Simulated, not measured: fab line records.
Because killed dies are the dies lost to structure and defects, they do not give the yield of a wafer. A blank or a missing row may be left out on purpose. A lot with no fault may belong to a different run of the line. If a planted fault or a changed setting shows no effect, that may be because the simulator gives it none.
Matching of chambers    flow n5-finfet    4 sister chambers for N5_BEOL_M3_STRIP_66 on rie-diel-02
The step strips in CF4. 4 wafers are shown with their chamber, then 9 later ones without.

WAFERS WITH THEIR CHAMBER
wafer   chamber  showerhead-plenum-p-Torr (Torr)
L086.6  1        1.81
L088.2  0        1.86
L088.5  2        1.77
L088.6  3        1.76

WAFERS MISSING THEIR CHAMBER
wafer   showerhead-plenum-p-Torr (Torr)
L090.1  1.77
L090.3  1.86
L090.5  1.86
L092.2  1.86
L092.4  1.75
L092.6  1.75
L094.1  1.81
L094.5  1.81
L094.6  1.86

THE CHAMBER EACH PASSED THROUGH
wafer   from the rows above  in truth
L090.1  2                    2
L090.3  0                    0
L090.5  0                    0
L092.2  0                    0
L092.4  3                    3
L092.6  3                    3
L094.1  1                    1
L094.5  1                    1
L094.6  0                    0
Correctly placed: 9 of 9. Left unplaced by these rows: 0. Placed wrongly: 0.
How it was worked out, from the rows above alone: a wafer's distance from a chamber is the root of the sum, over the readings, of the square of ((its reading less the chamber's mean) divided by the reading's scatter). If the next closest chamber is less than 2 further off than the closest, the wafer can't be placed; otherwise it belongs to the closest. The mean given for a chamber averages the wafers shown for that chamber. The scatter: root of mean squared gap, hidden wafer to nearest shown wafer, with one shown wafer a chamber.
